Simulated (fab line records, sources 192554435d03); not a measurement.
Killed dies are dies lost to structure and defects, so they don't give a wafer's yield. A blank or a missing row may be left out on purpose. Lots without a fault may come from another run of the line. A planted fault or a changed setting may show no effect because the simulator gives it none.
Chamber matching | flow n5_finfet | N5_HKMG_FIN_ETCH_31 on rie_diel-05: 4 sister chambers
The step etches SiARC in CF4, target depth 45.5 nm, time 75.8 s. 14 wafers are shown with their chamber, then 7 later ones without.

WAFERS WITH THEIR CHAMBER
wafer  | chamber | etch_rf_on_time_s (s) | showerhead_plenum_p_Torr (Torr) | throttle_valve_pct (%)
L074.1 | 0       | 69                    | 2.10                            | 15.53
L074.2 | 1       | 75                    | 2.24                            | 15.16
L074.3 | 2       | 79                    | 2.19                            | 15.55
L076.3 | 0       | 68                    | 2.10                            | 15.55
L076.4 | 3       | 76                    | 2.18                            | 15.59
L076.5 | 1       | 75                    | 2.24                            | 15.16
L081.2 | 1       | 75                    | 2.24                            | 15.19
L081.3 | 0       | 69                    | 2.10                            | 15.56
L081.5 | 0       | 69                    | 2.10                            | 15.56
L088.3 | 1       | 75                    | 2.23                            | 15.21
L088.4 | 1       | 75                    | 2.23                            | 15.22
L088.5 | 0       | 71                    | 2.09                            | 15.60
L092.1 | 3       | 75                    | 2.16                            | 15.68
L092.3 | 2       | 79                    | 2.18                            | 15.61

SIGNATURES (means of the wafers above)
reading                  | chamber 0 | chamber 1 | chamber 2 | chamber 3 | scatter within a chamber
etch_rf_on_time_s        | 69.20     | 75.00     | 79.00     | 75.50     | 0.728
showerhead_plenum_p_Torr | 2.0980    | 2.2360    | 2.1850    | 2.1700    | 0.00671
throttle_valve_pct       | 15.5600   | 15.1880   | 15.5800   | 15.6350   | 0.034
Rule: a wafer's distance from a chamber is the root of the sum, over the readings, of the square of ((its reading less the chamber's mean) divided by the reading's scatter). The wafer belongs to the nearest chamber; if the next one is less than 2 further off, it can't be placed. The scatter: the root of (the sum of the squares of (reading less its chamber's mean) over the shown wafers, divided by (wafers less chambers)).

WAFERS WITHOUT THEIR CHAMBER
wafer  | etch_rf_on_time_s (s) | showerhead_plenum_p_Torr (Torr) | throttle_valve_pct (%)
L092.4 | 75                    | 2.23                            | 15.23
L095.1 | 71                    | 2.09                            | 15.64
L095.4 | 75                    | 2.16                            | 15.68
L095.6 | 71                    | 2.09                            | 15.63
L097.2 | 70                    | 2.08                            | 15.65
L097.5 | 76                    | 2.18                            | 15.15
L097.6 | 75                    | 2.16                            | 15.70

WHICH CHAMBER EACH WENT THROUGH
wafer  | from the rows above | in truth
L092.4 | 1                   | 1
L095.1 | 0                   | 0
L095.4 | 3                   | 3
L095.6 | 0                   | 0
L097.2 | 0                   | 0
L097.5 | 1                   | 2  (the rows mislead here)
L097.6 | 3                   | 3
Placed correctly: 6 of 7. Can't be placed from these rows: 0. Placed wrongly: 1.
